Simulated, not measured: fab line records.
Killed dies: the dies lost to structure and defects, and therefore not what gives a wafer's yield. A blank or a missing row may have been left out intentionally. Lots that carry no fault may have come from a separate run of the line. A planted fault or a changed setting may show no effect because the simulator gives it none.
fab line records ; flow nandHarc
[record] lots = 6; wafers = 18; lastDay = 31
route steps=1302 shown A_STAIRCASE@886 A_SGD_CUT@890 END@1302
lots with no fault: from the same line, run without faults
startH: start of the lot's first displayed wafer, in hours after the record's first day ; waitH: time in hours since the lot's previous step ; " as in the row above ; L1.1+2: several wafers, shown together as one row ; - no value, or no start given ; * or withheld: withheld ; < > ~ a bound
route shown NAME@n: a module of which the file shows steps, and the number in the route of the first ; usual: mean and standard deviation over wafers with no fault ; same: alike in all rows ; chamber/n: place in a boat ; sites: readings site by site ; _std_site: standard deviation of those values ; _edge_site: inner sites' mean taken away from outer sites' mean ; radiusMm: how far each site lies from the wafer's centre ; mask NAME#n: copy n ; behind: the tool/chamber that last shaped the wafer ; hold: reason for holding the lot/hours on hold/outcome of the hold ; device: which transistor (n, p or np) failed to switch ; end of line: the route-end tests of the same wafers ; step lacking rows: just its recipe ; killed: dies lost to structure and defects at the first sort, not the wafer's yield ; map: dies across one wafer; x = killed, . = not, _ = none there
set.NAME: the setting the step ran with; set.NAME@STEP: the setting that earlier step ran with ; model.NAME: the simulator's own value behind a step, which no gauge read
a table for each step, a row for each wafer; lots at some steps of the route
services: the hour from which a tool's chamber was out of use, counted from the record's first day as startH (under 0 if before that day), plus the number of hours and why
[[steps]]
[step NHARC_A_STAIRCASE_CMP_472]
[recipe] material = SiO2
[usual] motorCurrentA = 12.0/1.1; retainingRingPressureFrac = 1.000/0.0051
lot.wafer;tool;chamber;startH;waitH;motorCurrentA;retainingRingPressureFrac
L920.3;cmp-01;1;448.64;0.2;10.8;1.008
L920.1;cmp-01;2;448.64;0.2;12.4;1.004
L920.6;cmp-01;0;448.64;0.2;11.2;1.001
L924.4;cmp-02;1;488.37;0.2;12.2;1.000
L924.6;cmp-02;3;488.37;0.2;11.5;1.001
L924.5;cmp-02;0;488.37;0.2;11.6;0.998
L930.2;cmp-04;1;552.01;0.2;12.6;1.004
L930.1;cmp-04;2;552.01;0.2;14.0;0.994
L930.6;cmp-04;1;552.01;0.2;12.9;0.996
L933.2;cmp-04;2;578.51;0.2;14.9;1.005
L933.4;cmp-04;3;578.51;0.2;12.7;1.001
L933.5;cmp-04;3;578.51;0.2;13.2;1.000
L935.1;cmp-02;3;589.35;0.2;11.8;1.008
L935.4;cmp-02;1;589.35;0.2;11.4;0.998
L935.5;cmp-02;3;589.35;0.2;11.8;1.006
L937.4;cmp-01;0;615.51;0.2;10.7;0.995
L937.3;cmp-01;1;615.51;0.2;10.4;1.005
L937.6;cmp-01;2;615.51;0.2;12.2;1.009
[step NHARC_A_STAIRCASE_SRD_474]
[step NHARC_A_STAIRCASE_INSPECT_155]
[usual] rawDefectCount = 442/110
lot.wafer;tool;chamber;startH;waitH;rawDefectCount
L920.1;defectInspect-01;-;448.95;0.1;380
L920.3;defectInspect-01;-;448.95;0.1;400
L920.6;defectInspect-01;-;448.95;0.1;350
L924.4;defectInspect-02;-;488.69;0.1;442
L924.5;defectInspect-02;-;488.69;0.1;536
L924.6;defectInspect-02;-;488.69;0.1;393
L930.1;defectInspect-02;-;552.33;0.1;359
L930.2;defectInspect-02;-;552.33;0.1;454
L930.6;defectInspect-02;-;552.33;0.1;334
L933.2;defectInspect-01;-;578.85;0.1;389
L933.4;defectInspect-01;-;578.85;0.1;331
L933.5;defectInspect-01;-;578.85;0.1;427
L935.1;defectInspect-01;-;589.66;0.1;366
L935.4;defectInspect-01;-;589.66;0.1;421
L935.5;defectInspect-01;-;589.66;0.1;385
L937.3;defectInspect-01;-;615.80;0.1;556
L937.4;defectInspect-01;-;615.80;0.1;303
L937.6;defectInspect-01;-;615.80;0.1;335
[step NHARC_A_SGD_CUT_DEP_00]
[recipe] targetThkA = 500; tempC = 400; targetThkNm = 50; flowSccm = 200; rfW = 450; material = SiNx
[usual] heaterPowerW = 748/92
lot.wafer;tool;chamber;startH;waitH;heaterPowerW;sinceWetCleanH
L920.3;pecvd-04;0;449.05;0.1;576;167
L920.1;pecvd-04;1;449.05;0.1;651;167
L920.6;pecvd-04;0;449.05;0.1;586;-
L924.6;pecvd-03;2;488.84;0.1;710;-
L924.4;pecvd-03;0;488.84;0.1;972;-
L924.5;pecvd-03;1;488.84;0.1;662;-
L930.2;pecvd-02;2;552.42;0.1;843;130
L930.1;pecvd-02;0;552.42;0.1;805;130
L930.6;pecvd-02;0;552.42;0.1;816;-
L933.2;pecvd-03;1;578.91;0.1;663;19
L933.4;pecvd-03;2;578.91;0.1;783;-
L933.5;pecvd-03;0;578.91;0.1;986;-
L935.1;pecvd-02;2;589.76;0.1;864;167
L935.4;pecvd-02;1;589.76;0.1;790;-
L935.5;pecvd-02;2;589.76;0.1;860;-
L937.3;pecvd-03;2;615.89;0.1;764;55
L937.6;pecvd-03;2;615.89;0.1;751;-
L937.4;pecvd-03;0;615.89;0.1;996;-
[step NHARC_A_SGD_CUT_DEHYDRATE_01]
[recipe] tempC = 150; timeS = 120
[step NHARC_A_SGD_CUT_HMDS_02]
[recipe] timeS = 30
[step NHARC_A_SGD_CUT_COAT_56]
[recipe] tempC = 260; timeS = 75
[step NHARC_A_SGD_CUT_COAT_57]
[recipe] tempC = 225; timeS = 65
[step NHARC_A_SGD_CUT_COAT_03]
[recipe] spinRpm = 1500; resistThkNm = 90
[step NHARC_A_SGD_CUT_SOFTBAKE_04]
[recipe] tempC = 105; timeS = 55
[step NHARC_A_SGD_CUT_EBR_05]
[step NHARC_A_SGD_CUT_EXPOSE_06]
[recipe] na = 1.35; doseMj = 85.59; maskId = SGD
[usual] exposureDoseMJCm2 = 85.8/0.36; stageVelMmS = 499.99/0.25
lot.wafer;tool;chamber;startH;waitH;mask;exposureDoseMJCm2;stageVelMmS
L920.1;arfiScanner-01;0;449.60;-;SGD#0;85.5;499.99
L920.3;arfiScanner-01;0;449.60;-;SGD#0;85.5;499.93
L920.6;arfiScanner-01;0;449.60;-;SGD#0;85.4;499.99
L924.4;arfiScanner-03;0;489.22;-;SGD#0;85.4;500.38
L924.5;arfiScanner-03;0;489.22;-;SGD#0;85.5;500.25
L924.6;arfiScanner-03;0;489.22;-;SGD#0;85.5;499.95
L930.1;arfiScanner-01;0;552.98;-;SGD#0;91.8;499.86
L930.2;arfiScanner-01;0;552.98;-;SGD#0;91.8;500.02
L930.6;arfiScanner-01;0;552.98;-;SGD#0;91.6;499.97
L933.2;arfiScanner-01;0;579.37;-;SGD#0;90.4;499.96
L933.4;arfiScanner-01;0;579.37;-;SGD#0;90.6;500.43
L933.5;arfiScanner-01;0;579.37;-;SGD#0;90.4;500.24
L935.1;arfiScanner-02;0;590.31;-;SGD#0;85.3;499.51
L935.4;arfiScanner-02;0;590.31;-;SGD#0;85.4;499.92
L935.5;arfiScanner-02;0;590.31;-;SGD#0;85.4;499.62
L937.3;arfiScanner-02;0;616.45;-;SGD#0;85.5;499.94
L937.4;arfiScanner-02;0;616.45;-;SGD#0;85.5;499.99
L937.6;arfiScanner-02;0;616.45;-;SGD#0;85.5;499.75
[step NHARC_A_SGD_CUT_PEB_07]
[recipe] pebTempC = 100; pebTimeS = 65
[step NHARC_A_SGD_CUT_DEVELOP_08]
[recipe] developTimeS = 35; devTempC = 23
[step NHARC_A_SGD_CUT_CD_MEAS_09]
[recipe] targetCdNm = 100; landingEnergyEv = 500
[usual] cdNm = 100.1/0.58
lot.wafer;tool;chamber;startH;waitH;cdNm
L920.1;cdSem-03;0;449.74;-;101.0
L920.3;cdSem-03;0;449.74;-;100.9
L920.6;cdSem-03;0;449.74;-;100.6
L924.4;cdSem-03;0;489.36;-;99.6
L924.5;cdSem-03;0;489.36;-;100.5
L924.6;cdSem-03;0;489.36;-;100.0
L930.1;cdSem-02;0;553.12;-;104.8
L930.2;cdSem-02;0;553.12;-;105.5
L930.6;cdSem-02;0;553.12;-;104.8
L933.2;cdSem-02;0;579.51;-;104.0
L933.4;cdSem-02;0;579.51;-;104.2
L933.5;cdSem-02;0;579.51;-;102.9
L935.1;cdSem-03;0;590.45;-;99.5
L935.4;cdSem-03;0;590.45;-;99.8
L935.5;cdSem-03;0;590.45;-;100.5
L937.3;cdSem-03;0;616.59;-;100.3
L937.4;cdSem-03;0;616.59;-;100.0
L937.6;cdSem-03;0;616.59;-;99.8
[step NHARC_A_SGD_CUT_OVL_MEAS_10]
[usual] overlayXNm = -0.1/1.3; overlayYNm = -0.1/0.86
lot.wafer;tool;chamber;startH;waitH;overlayXNm;overlayYNm
L920.1;overlay-02;-;449.83;-;-1.0;-0.5
L920.3;overlay-02;-;449.83;-;-1.6;-1.1
L920.6;overlay-02;-;449.83;-;-1.8;0.0
L924.4;overlay-02;-;489.44;-;-1.0;-1.3
L924.5;overlay-02;-;489.44;-;-1.0;-0.8
L924.6;overlay-02;-;489.44;-;-0.7;-1.0
L930.1;overlay-01;-;553.20;-;1.7;0.4
L930.2;overlay-01;-;553.20;-;1.6;0.3
L930.6;overlay-01;-;553.20;-;1.0;0.4
L933.2;overlay-02;-;579.60;-;-1.4;2.0
L933.4;overlay-02;-;579.60;-;-1.3;2.4
L933.5;overlay-02;-;579.60;-;-1.0;2.8
L935.1;overlay-02;-;590.54;-;-2.7;-0.4
L935.4;overlay-02;-;590.54;-;-3.3;0.0
L935.5;overlay-02;-;590.54;-;-2.8;-0.3
L937.3;overlay-02;-;616.67;-;0.2;-1.5
L937.4;overlay-02;-;616.67;-;0.7;-0.7
L937.6;overlay-02;-;616.67;-;0.8;-1.2
[step NHARC_END_SORT_01]
[recipe] tempC = 25
[usual] killedAtArray = 55/19; killedAtOther = 0.8/1.1; killedAtPeriphery = 4.0/2.6; killedDies = 60/20; killedOpen = 3.4/1.7; killedShort = 2.6/1.5
[same] grossDies = 677
lot.wafer;tool;chamber;startH;waitH;killedAtArray;killedAtOther;killedAtPeriphery;killedDies;killedOpen;killedShort
L930.1;prober-02;0;682.49;2.5;38;0;3;41;4;1
L930.6;prober-02;0;686.43;3.9;40;1;2;43;4;4
// killed by level:class
L930.1 A_CHANNEL_HOLE_D2:chamberFilmFlake=11 A_STAIRCASE:chamberFilmFlake=6 A_CHANNEL_HOLE_D1:chamberFilmFlake=5 A_CONTACT:chamberFilmFlake=5 A_SLIT:chamberFilmFlake=4 A_M1:chamberFilmFlake=3 P_GATE:geometricParticle:open=1 P_CONTACT:geometricParticle:short=1
L930.6 A_CHANNEL_HOLE_D2:chamberFilmFlake=18 A_CONTACT:chamberFilmFlake=6 A_M1:chamberFilmFlake=3 A_CHANNEL_HOLE_D1:chamberFilmFlake=2 A_STAIRCASE:chamberFilmFlake=2 A_SLIT:chamberFilmFlake=2 P_GATE:geometricParticle:open=1 A_WL_FILL:geometricParticle:short=1
[[services]]
tool;chamber;startH;hours;kind
cmp-02;-;428.50;4.0;pm
cmp-02;-;452.40;1.7;repair
cmp-01;-;452.60;0.6;repair
cmp-04;-;461.73;6.7;repair
cmp-01;-;467.30;2.0;repair
cmp-02;-;477.46;0.7;repair
cmp-01;-;480.03;4.0;pm
arfiScanner-02;-;483.20;0.5;repair
arfiScanner-02;-;485.88;4.0;pm
cmp-04;-;487.55;0.5;repair
pecvd-02;2;490.44;13.5;repair
cmp-04;-;503.07;4.0;pm
cmp-01;-;521.00;1.2;repair
cmp-02;-;526.50;4.0;pm
cmp-04;-;541.99;3.2;repair
pecvd-03;-;547.43;13.0;pm
cmp-01;-;548.28;0.4;repair
cmp-02;-;552.36;0.5;repair
cmp-02;-;574.66;7.4;repair
arfiScanner-01;-;577.05;0.9;repair
cmp-01;-;578.03;4.0;pm
cmp-02;-;589.74;1.5;repair
pecvd-02;-;590.62;13.0;pm
arfiScanner-01;-;596.00;4.0;pm
[[key]]
[firstSign] step = NHARC_A_SGD_CUT_EXPOSE_06; reading = exposureDoseMJCm2; direction = up; sigmas = 15; usual = 85.8; struck = 91.1
[effect] step = NHARC_A_SGD_CUT_CD_MEAS_09; reading = cdNm; direction = up; sigmas = 7.4; usual = 100.1; struck = 104.4; through = controlLoop
metAt NHARC_A_SGD_CUT_EXPOSE_06
struckWafers L930.1,L930.2,L930.6,L933.2,L933.4,L933.5
testerLeftOut L930,L933
[loopTrim] step = NHARC_A_SGD_CUT_EXPOSE_06; setting = dose; lots = L933
onsetBetween 449.60 552.98
[fault] kind = processParameterDrift; tool = arfiScanner-01; chamber = -; onsetH = 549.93; steps = NHARC_A_SGD_CUT_EXPOSE_06; channel = doseMj; offset = 5.6131; shape = step; actsIn = theseRecipesOnly; stated = 85.59
// testerLeftOut: of these lots the tester's yield and bins aren't shown, on N5 and GAA mostly nor the transistor test; their killed dies are dies lost to structure and defects alone, not to doping, threshold or leakage, so they don't give the yield
// loopTrim: a control loop set the setting to another value than it would have without faults
